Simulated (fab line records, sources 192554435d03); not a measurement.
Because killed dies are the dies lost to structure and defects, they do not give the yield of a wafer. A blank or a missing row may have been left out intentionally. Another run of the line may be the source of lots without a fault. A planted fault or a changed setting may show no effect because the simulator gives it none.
fab line records -- flow n5-finfet
record lots=7, wafers=39
route steps=1938 shown SD_EPI_N@288 SD_EPI_P@321 GATE_CUT@490 MOL_CONTACT_COAG@624
start-h: hours from the record's first day to the start of the lot's first wafer shown -- wait-h: hours since the lot's step before -- " as in the row above -- L1.1+2: several wafers, shown together as one row -- - value missing, or start not given -- * or withheld: withheld -- < > ~ a bound
route shown NAME@n: a module of which the file shows steps, and the number in the route of the first -- usual: mean/standard deviation of fault-free wafers -- same: alike in all rows -- chamber/n: place in a boat -- sites: each site's reading -- _std_site: how widely they spread, as a standard deviation -- _edge_site: the outer-site mean with the inner-site mean subtracted -- radius-mm: how far each site lies from the wafer's centre -- mask NAME#n: copy n -- behind: the last tool/chamber to shape the wafer -- hold: what put the lot on hold/how long, in hours/how the hold closed -- device: the n, p or np transistor that did not switch -- end of line: the same wafers' tests at the end of the route -- a step given without rows: its recipe and nothing more -- killed: dies that structure and defects cost at the first sort, which is not the same as the wafer's yield -- map: the dies of a wafer, with x for killed, . for not killed, _ for no die there
set.NAME: the setting as run; set.NAME@STEP: as run at that earlier step -- model.NAME: the simulator's own value behind a step, which no gauge read
lots run with intentionally changed settings; tables by step, rows by wafer
## steps
# step N5_SD_EPI_N_EPI_21
# recipe material=Si:P, dopant=P, temp-c=680, pressure-torr=255, time-s=690
lot.wafer,tool,chamber,start-h,wait-h,set.time-s,model.Si-P_of_SD_EPI_N_EPI_21.thk-nm
L079.1,epi-rpcvd-01,0,82.73,0.1,690,58.4
L079.2+3+4,epi-rpcvd-01,0,82.73,0.1,690,58.8
L079.5,epi-rpcvd-01,0,82.73,0.1,690,59.2
L079.6,epi-rpcvd-01,0,82.73,0.1,690,58.2
L080.1+3+5,epi-rpcvd-01,0,88.89,0.1,690,58.4
L080.2,epi-rpcvd-01,0,88.89,0.1,690,57.8
L080.4,epi-rpcvd-01,0,88.89,0.1,690,58.6
L080.6,epi-rpcvd-01,0,88.89,0.1,690,58.2
L082.1+4,epi-rpcvd-01,0,101.32,0.1,690,58.6
L082.2,epi-rpcvd-01,0,101.32,0.1,690,58.4
L082.3,epi-rpcvd-01,0,101.32,0.1,690,59.4
L082.5+6,epi-rpcvd-01,0,101.32,0.1,690,58.8
L083.1,epi-rpcvd-01,0,106.18,0.1,1066,80
L083.2,epi-rpcvd-01,0,106.18,0.1,1066,81.2
L083.3,epi-rpcvd-01,0,106.18,0.1,690,59.4
L083.4,epi-rpcvd-01,0,106.18,0.1,1066,80.2
L083.5,epi-rpcvd-01,0,106.18,0.1,690,58.6
L083.6,epi-rpcvd-01,0,106.18,0.1,690,59.2
L091.2,epi-rpcvd-03,0,157.97,0.4,690,58.8
L091.3,epi-rpcvd-03,0,157.97,0.4,690,60
L091.4,epi-rpcvd-03,0,157.97,0.4,690,59.6
L092.1,epi-rpcvd-02,0,159.78,0.1,690,58.4
L092.2,epi-rpcvd-02,0,159.78,0.1,951.5,74
L092.3,epi-rpcvd-02,0,159.78,0.1,951.5,73.8
L092.4,epi-rpcvd-02,0,159.78,0.1,690,59
L092.5,epi-rpcvd-02,0,159.78,0.1,690,57.4
L092.6,epi-rpcvd-02,0,159.78,0.1,951.5,74.2
L093.1+2+5,epi-rpcvd-01,0,168.15,0.2,690,59
L093.3+6,epi-rpcvd-01,0,168.15,0.2,690,58.6
L093.4,epi-rpcvd-01,0,168.15,0.2,690,59.8
# step N5_SD_EPI_N_EPI_MEAS_23
# recipe mode=xrd
# usual thk-nm=59.0/1.2
lot.wafer,tool,chamber,start-h,wait-h,set.time-s@SD_EPI_N_EPI_21,thk-nm
L079.1,film-metro-01,-,84.45,1.4,690,57.2
L079.2,film-metro-01,-,84.45,1.4,690,57.2
L079.3,film-metro-01,-,84.45,1.4,690,61.3
L079.4,film-metro-01,-,84.45,1.4,690,57.3
L079.5,film-metro-01,-,84.45,1.4,690,60.4
L079.6,film-metro-01,-,84.45,1.4,690,56.5
L080.1,film-metro-02,-,90.60,1.4,690,58.7
L080.2,film-metro-02,-,90.60,1.4,690,58.7
L080.3,film-metro-02,-,90.60,1.4,690,57.6
L080.4,film-metro-02,-,90.60,1.4,690,57.1
L080.5,film-metro-02,-,90.60,1.4,690,57.0
L080.6,film-metro-02,-,90.60,1.4,690,58.9
L082.1,film-metro-01,-,103.03,1.4,690,59.1
L082.2,film-metro-01,-,103.03,1.4,690,60.3
L082.3,film-metro-01,-,103.03,1.4,690,58.0
L082.4,film-metro-01,-,103.03,1.4,690,56.8
L082.5,film-metro-01,-,103.03,1.4,690,58.0
L082.6,film-metro-01,-,103.03,1.4,690,58.8
L083.1,film-metro-01,-,107.89,1.4,1066,79.8
L083.2,film-metro-01,-,107.89,1.4,1066,81.9
L083.3,film-metro-01,-,107.89,1.4,690,58.2
L083.4,film-metro-01,-,107.89,1.4,1066,80.3
L083.5,film-metro-01,-,107.89,1.4,690,57.9
L083.6,film-metro-01,-,107.89,1.4,690,61.0
L091.2,film-metro-02,-,159.41,1.2,690,56.6
L091.3,film-metro-02,-,159.41,1.2,690,59.1
L091.4,film-metro-02,-,159.41,1.2,690,60.1
L092.1,film-metro-01,-,161.49,1.4,690,60.0
L092.2,film-metro-01,-,161.49,1.4,951.5,74.4
L092.3,film-metro-01,-,161.49,1.4,951.5,74.1
L092.4,film-metro-01,-,161.49,1.4,690,60.0
L092.5,film-metro-01,-,161.49,1.4,690,55.9
L092.6,film-metro-01,-,161.49,1.4,951.5,73.1
L093.1,film-metro-02,-,170.43,1.9,690,57.1
L093.2,film-metro-02,-,170.43,1.9,690,58.7
L093.3,film-metro-02,-,170.43,1.9,690,58.8
L093.4,film-metro-02,-,170.43,1.9,690,60.5
L093.5,film-metro-02,-,170.43,1.9,690,58.9
L093.6,film-metro-02,-,170.43,1.9,690,59.1
# step N5_SD_EPI_N_PRECLEAN_24
# recipe chemistry=O3/DIW, time-s=60, temp-c=22, o3-ppm=10
# step N5_SD_EPI_N_SRD_25
# recipe time-s=30, temp-c=23, rinse-liquid=diw, dry=ipa-marangoni
# step N5_SD_EPI_P_EPI_21
# recipe material=SiGe:B, dopant=B, temp-c=550, pressure-torr=20, ambient=H2, time-s=355
# step N5_SD_EPI_P_HM_STRIP_48
# recipe chemistry=H3PO4, temp-c=160, material=SiNx, target=SiNx, target-depth-a=30, overetch-fraction=0.3
lot.wafer,tool,chamber,start-h,wait-h,set.time-s@SD_EPI_N_EPI_21,model.Si-P_of_SD_EPI_N_EPI_21.thk-nm
L079.1,wet-bench-05,0,89.07,0.0,690,57.6
L079.2,wet-bench-05,1,89.07,0.0,690,58
L079.3+4,wet-bench-05,"5,6",89.07,0.0,690,58.2
L079.5,wet-bench-05,4,89.07,0.0,690,58.4
L079.6,wet-bench-05,7,89.07,0.0,690,57.4
L080.1+3+5,wet-bench-03,"4,0,1",95.31,0.0,690,57.8
L080.2,wet-bench-03,5,95.31,0.0,690,57.2
L080.4,wet-bench-03,3,95.31,0.0,690,58
L080.6,wet-bench-03,2,95.31,0.0,690,57.6
L082.1+4+5+6,wet-bench-06,"0,7,6,4",107.86,0.0,690,58
L082.2,wet-bench-06,1,107.86,0.0,690,57.6
L082.3,wet-bench-06,5,107.86,0.0,690,58.8
L083.1,wet-bench-03,4,112.68,0.0,1066,79
L083.2,wet-bench-03,3,112.68,0.0,1066,80.2
L083.3,wet-bench-03,2,112.68,0.0,690,58.8
L083.4,wet-bench-03,1,112.68,0.0,1066,79.2
L083.5,wet-bench-03,7,112.68,0.0,690,58
L083.6,wet-bench-03,0,112.68,0.0,690,58.6
L091.2,wet-bench-03,2,164.83,0.0,690,58.2
L091.3,wet-bench-03,7,164.83,0.0,690,59.2
L091.4,wet-bench-03,3,164.83,0.0,690,58.8
L092.1,wet-bench-05,5,166.01,0.0,690,57.8
L092.2+6,wet-bench-05,"4,0",166.01,0.0,951.5,73.2
L092.3,wet-bench-05,2,166.01,0.0,951.5,73
L092.4,wet-bench-05,3,166.01,0.0,690,58.4
L092.5,wet-bench-05,1,166.01,0.0,690,56.8
L093.1,wet-bench-06,3,176.69,0.0,690,58.4
L093.2+5,wet-bench-06,"5,2",176.69,0.0,690,58.2
L093.3,wet-bench-06,7,176.69,0.0,690,58
L093.4,wet-bench-06,4,176.69,0.0,690,59.2
L093.6,wet-bench-06,6,176.69,0.0,690,57.8
# step N5_GATE_CUT_DESCUM_18
# recipe chemistry=O2, time-s=7, source-power-w=50, bias-power-w=20, pressure-mtorr=20, rf-frequency-hz=2.712e+07, temp-c=40, resist=CAR-EUV, o2-flow-sccm=225
lot.wafer,tool,chamber,start-h,wait-h,set.time-s,model.CAR-EUV_of_GATE_CUT_COAT_07.thk-nm
L079.1+3+6,rie-diel-04,"3,1,1",114.62,0.0,4.369,27.6
L079.2+5,rie-diel-04,0,114.62,0.0,7,26.2
L079.4,rie-diel-04,2,114.62,0.0,7,26.4
L080.1+5+6,rie-diel-04,"0,0,2",123.58,0.0,7,26.2
L080.2+3+4,rie-diel-04,"2,1,1",123.58,0.0,2.998,28.2
L082.1,rie-diel-03,2,134.67,0.0,5.328,27
L082.2+6,rie-diel-03,"0,1",134.67,0.0,5.328,26.8
L082.3+4+5,rie-diel-03,"1,3,0",134.67,0.0,7,26
L083.1+2+5,rie-diel-06,"2,0,2",139.19,0.4,7,26.2
L083.3+4+6,rie-diel-06,"1,3,1",139.19,0.4,7,26
L091.2,rie-diel-04,3,193.18,0.3,7,26
L091.3+4,rie-diel-04,1,193.18,0.3,7,26.2
L092.1+5+6,rie-diel-03,"1,1,3",193.54,0.2,7,26
L092.2+3+4,rie-diel-03,"0,3,0",193.54,0.2,5.095,27
L093.1+4+6,rie-diel-04,"3,0,3",202.33,0.2,10.05,24.6
L093.2,rie-diel-04,0,202.33,0.2,7,26
L093.3+5,rie-diel-04,1,202.33,0.2,7,26.2
# step N5_GATE_CUT_ETCH_28
# recipe chemistry=N2/H2, target=underlayer, target-depth-a=130, mask-material=CAR-EUV, time-s=10.4, ion-energy-ev=200, pressure-mtorr=30, source-w=840, bias-w=150, n2-flow-sccm=200, h2-flow-sccm=200, ends=cleared
lot.wafer,tool,chamber,start-h,wait-h,set.time-s@GATE_CUT_DESCUM_18,model.CAR-EUV_of_GATE_CUT_COAT_07.thk-nm
L079.1,rie-diel-04,3,114.65,0.0,4.369,16
L079.2,rie-diel-04,0,114.65,0.0,7,14.6
L079.3+6,rie-diel-04,1,114.65,0.0,4.369,16.2
L079.4,rie-diel-04,2,114.65,0.0,7,15
L079.5,rie-diel-04,0,114.65,0.0,7,14.8
L080.1+5,rie-diel-04,0,123.62,0.0,7,14.6
L080.2+3+4,rie-diel-04,"2,1,1",123.62,0.0,2.998,16.8
L080.6,rie-diel-04,2,123.62,0.0,7,15
L082.1+2,rie-diel-03,"2,0",134.70,0.0,5.328,15.4
L082.3+4,rie-diel-03,"1,3",134.70,0.0,7,14.6
L082.5,rie-diel-03,0,134.70,0.0,7,14.4
L082.6,rie-diel-03,1,134.70,0.0,5.328,15.2
L083.1+2+5,rie-diel-06,"2,0,2",139.23,0.0,7,14.8
L083.3+4+6,rie-diel-06,"1,3,1",139.23,0.0,7,14.6
L091.2,rie-diel-04,3,193.22,0.0,7,14.6
L091.3+4,rie-diel-04,1,193.22,0.0,7,14.8
L092.1+5+6,rie-diel-03,"1,1,3",193.57,0.0,7,14.6
L092.2+3+4,rie-diel-03,"0,3,0",193.57,0.0,5.095,15.6
L093.1+4+6,rie-diel-04,"3,0,3",202.37,0.0,10.05,13
L093.2,rie-diel-04,0,202.37,0.0,7,14.6
L093.3+5,rie-diel-04,1,202.37,0.0,7,14.8
# step N5_GATE_CUT_ETCH_36
# recipe chemistry=CF4, target=SiARC, target-depth-a=130, mask-material=CAR-EUV, time-s=21.7, ion-energy-ev=80, pressure-mtorr=40, source-w=545, bias-w=36, Ar_flow_sccm=100, cf4-flow-sccm=100, ends=cleared
lot.wafer,tool,chamber,start-h,wait-h,set.time-s@GATE_CUT_DESCUM_18,model.CAR-EUV_of_GATE_CUT_COAT_07.thk-nm
L079.1+3,rie-diel-04,"3,1",114.67,0.0,4.369,8.4
L079.2+5,rie-diel-04,0,114.67,0.0,7,7
L079.4,rie-diel-04,2,114.67,0.0,7,7.2
L079.6,rie-diel-04,1,114.67,0.0,4.369,8.6
L080.1+5,rie-diel-04,0,123.64,0.0,7,7
L080.2+3+4,rie-diel-04,"2,1,1",123.64,0.0,2.998,9.2
L080.6,rie-diel-04,2,123.64,0.0,7,7.2
L082.1,rie-diel-03,2,134.72,0.0,5.328,7.8
L082.2+6,rie-diel-03,"0,1",134.72,0.0,5.328,7.6
L082.3+5,rie-diel-03,"1,0",134.72,0.0,7,6.8
L082.4,rie-diel-03,3,134.72,0.0,7,7
L083.1+2+5,rie-diel-06,"2,0,2",139.25,0.0,7,7.2
L083.3+4,rie-diel-06,"1,3",139.25,0.0,7,6.8
L083.6,rie-diel-06,1,139.25,0.0,7,7
L091.2,rie-diel-04,3,193.24,0.0,7,6.8
L091.3,rie-diel-04,1,193.24,0.0,7,7
L091.4,rie-diel-04,1,193.24,0.0,7,7.2
L092.1+5,rie-diel-03,1,193.59,0.0,7,6.8
L092.2+4,rie-diel-03,0,193.59,0.0,5.095,7.8
L092.3,rie-diel-03,3,193.59,0.0,5.095,8
L092.6,rie-diel-03,3,193.59,0.0,7,7
L093.1+4+6,rie-diel-04,"3,0,3",202.39,0.0,10.05,5.4
L093.2,rie-diel-04,0,202.39,0.0,7,7
L093.3+5,rie-diel-04,1,202.39,0.0,7,7.2
# step N5_MOL_CONTACT_COAG_CVD_140
# recipe material=W, target-thk-a=665, mode=selective-fill, temp-c=300, time-s=215
lot.wafer,tool,chamber,start-h,wait-h,set.target-thk-a,model.W_of_MOL_CONTACT_COAG_CVD_140.thk-nm
L079.1,cvd-w-01,1,132.33,0.1,1027,101.6
L079.2,cvd-w-01,0,132.33,0.1,665,66.6
L079.3,cvd-w-01,1,132.33,0.1,665,66.2
L079.4,cvd-w-01,0,132.33,0.1,665,66
L079.5,cvd-w-01,0,132.33,0.1,1027,102.8
L079.6,cvd-w-01,1,132.33,0.1,1027,101.8
L080.1,cvd-w-02,1,146.04,0.1,778.9,77.6
L080.2+4,cvd-w-02,0,146.04,0.1,665,67.6
L080.3,cvd-w-02,1,146.04,0.1,778.9,78.2
L080.5,cvd-w-02,1,146.04,0.1,665,66.2
L080.6,cvd-w-02,0,146.04,0.1,778.9,79
L082.1,cvd-w-01,1,150.88,0.1,665,65.2
L082.2,cvd-w-01,0,150.88,0.1,494,49.4
L082.3,cvd-w-01,0,150.88,0.1,665,65.6
L082.4,cvd-w-01,1,150.88,0.1,494,48.6
L082.5,cvd-w-01,0,150.88,0.1,494,49
L082.6,cvd-w-01,1,150.88,0.1,665,65.8
L083.1,cvd-w-01,1,157.52,0.1,665,65.2
L083.2,cvd-w-01,0,157.52,0.1,344.1,33.4
L083.3,cvd-w-01,0,157.52,0.1,344.1,33.2
L083.4,cvd-w-01,1,157.52,0.1,665,65.8
L083.5,cvd-w-01,1,157.52,0.1,665,65
L083.6,cvd-w-01,0,157.52,0.1,344.1,33
L091.2,cvd-w-01,0,211.89,0.1,665,65.2
L091.3,cvd-w-01,1,211.89,0.1,665,65.4
L091.4,cvd-w-01,0,211.89,0.1,665,65.8
L092.1,cvd-w-02,0,213.77,0.1,876.4,88.6
L092.2,cvd-w-02,1,213.77,0.1,876.4,87.6
L092.3,cvd-w-02,0,213.77,0.1,665,67.8
L092.4,cvd-w-02,1,213.77,0.1,876.4,87.4
L092.5,cvd-w-02,0,213.77,0.1,665,67
L092.6,cvd-w-02,1,213.77,0.1,665,66.6
L093.1,cvd-w-02,1,220.11,0.1,289.7,28
L093.2,cvd-w-02,0,220.11,0.1,289.7,30.4
L093.3,cvd-w-02,0,220.11,0.1,665,66.2
L093.4,cvd-w-02,1,220.11,0.1,665,66
L093.5,cvd-w-02,0,220.11,0.1,289.7,29.8
L093.6,cvd-w-02,1,220.11,0.1,665,65.4
# step N5_MOL_CONTACT_COAG_PRECLEAN_127
# recipe chemistry=DIW, time-s=57.5, temp-c=23
# step N5_MOL_CONTACT_COAG_SRD_128
# recipe dry-time-s=32, dry=n2-spin, spin-rpm=1500
# step N5_MOL_CONTACT_COAG_CMP_52
# recipe stop-on=SiO2, t-overpolish-s=1.5, post-cmp-clean=w-dilute-nh4oh, down-force-psi=4, platen-rpm=50.289, pad-velocity-m-s=1.0006, target-thk-nm=66.5
lot.wafer,tool,chamber,start-h,wait-h,set.target-thk-a@MOL_CONTACT_COAG_CVD_140,model.W_of_MOL_CONTACT_COAG_CVD_140.thk-nm
L079.2,cmp-01,2,132.66,0.0,665,66.6
L079.3,cmp-01,3,132.66,0.0,665,66.2
L079.4,cmp-01,0,132.66,0.0,665,66
L079.1,cmp-01,1,132.66,0.0,1027,64.6
L079.6,cmp-01,2,132.66,0.0,1027,65
L079.5,cmp-01,3,132.66,0.0,1027,66.2
L080.3,cmp-01,1,146.36,0.0,778.9,66.2
L080.2,cmp-01,2,146.36,0.0,665,67
L080.1,cmp-01,3,146.36,0.0,778.9,67.8
L080.4+5,cmp-01,"0,1",146.36,0.0,665,66.2
L080.6,cmp-01,2,146.36,0.0,778.9,65.2
L082.4,cmp-01,2,151.20,0.0,494,48.6
L082.3,cmp-01,3,151.20,0.0,665,65.6
L082.1,cmp-01,0,151.20,0.0,665,65.2
L082.2,cmp-01,1,151.20,0.0,494,49.4
L082.5,cmp-01,2,151.20,0.0,494,49
L082.6,cmp-01,3,151.20,0.0,665,65.8
L083.1,cmp-03,3,157.85,0.0,665,65.2
L083.3,cmp-03,0,157.85,0.0,344.1,33.2
L083.4,cmp-03,1,157.85,0.0,665,65.8
L083.2,cmp-03,2,157.85,0.0,344.1,33.4
L083.5,cmp-03,3,157.85,0.0,665,65
L083.6,cmp-03,0,157.85,0.0,344.1,33
L091.2,cmp-01,0,212.21,0.0,665,65.2
L091.4,cmp-01,1,212.21,0.0,665,65.8
L091.3,cmp-01,2,212.21,0.0,665,65.4
L092.1,cmp-01,2,214.09,0.0,876.4,67.8
L092.4,cmp-01,3,214.09,0.0,876.4,68
L092.3,cmp-01,0,214.09,0.0,665,67.8
L092.2,cmp-01,1,214.09,0.0,876.4,66.2
L092.5,cmp-01,2,214.09,0.0,665,67
L092.6,cmp-01,3,214.09,0.0,665,66.6
L093.2,cmp-01,3,220.43,0.0,289.7,30.4
L093.1,cmp-01,0,220.43,0.0,289.7,28
L093.3,cmp-01,1,220.43,0.0,665,66.2
L093.4,cmp-01,2,220.43,0.0,665,66
L093.6,cmp-01,3,220.43,0.0,665,65.4
L093.5,cmp-01,0,220.43,0.0,289.7,29.8
## key
split step=N5_SD_EPI_N_EPI_21, setting=time-s, stated=690, by=wafer
response step=N5_SD_EPI_N_EPI_21, reading=model.Si-P_of_SD_EPI_N_EPI_21.thk-nm, change=+0.4, per=1%, r=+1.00
response step=N5_SD_EPI_N_EPI_MEAS_23, reading=thk-nm, change=*, per=1%, r=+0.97
response step=N5_SD_EPI_P_HM_STRIP_48, reading=model.Si-P_of_SD_EPI_N_EPI_21.thk-nm, change=+0.393, per=1%, r=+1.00
split step=N5_GATE_CUT_DESCUM_18, setting=time-s, stated=7, by=wafer
response step=N5_GATE_CUT_DESCUM_18, reading=model.CAR-EUV_of_GATE_CUT_COAT_07.thk-nm, change=-0.0354, per=1%, r=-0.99
response step=N5_GATE_CUT_ETCH_28, reading=model.CAR-EUV_of_GATE_CUT_COAT_07.thk-nm, change=-0.0368, per=1%, r=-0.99
response step=N5_GATE_CUT_ETCH_36, reading=model.CAR-EUV_of_GATE_CUT_COAT_07.thk-nm, change=-0.0376, per=1%, r=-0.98
split step=N5_MOL_CONTACT_COAG_CVD_140, setting=target-thk-a, stated=665, by=wafer
response step=N5_MOL_CONTACT_COAG_CVD_140, reading=model.W_of_MOL_CONTACT_COAG_CVD_140.thk-nm, change=+0.654, per=1%, r=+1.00
response step=N5_MOL_CONTACT_COAG_CMP_52, reading=model.W_of_MOL_CONTACT_COAG_CVD_140.thk-nm, shape=bent, at-lowest=29.4, at-stated=66.01, at-highest=65.27
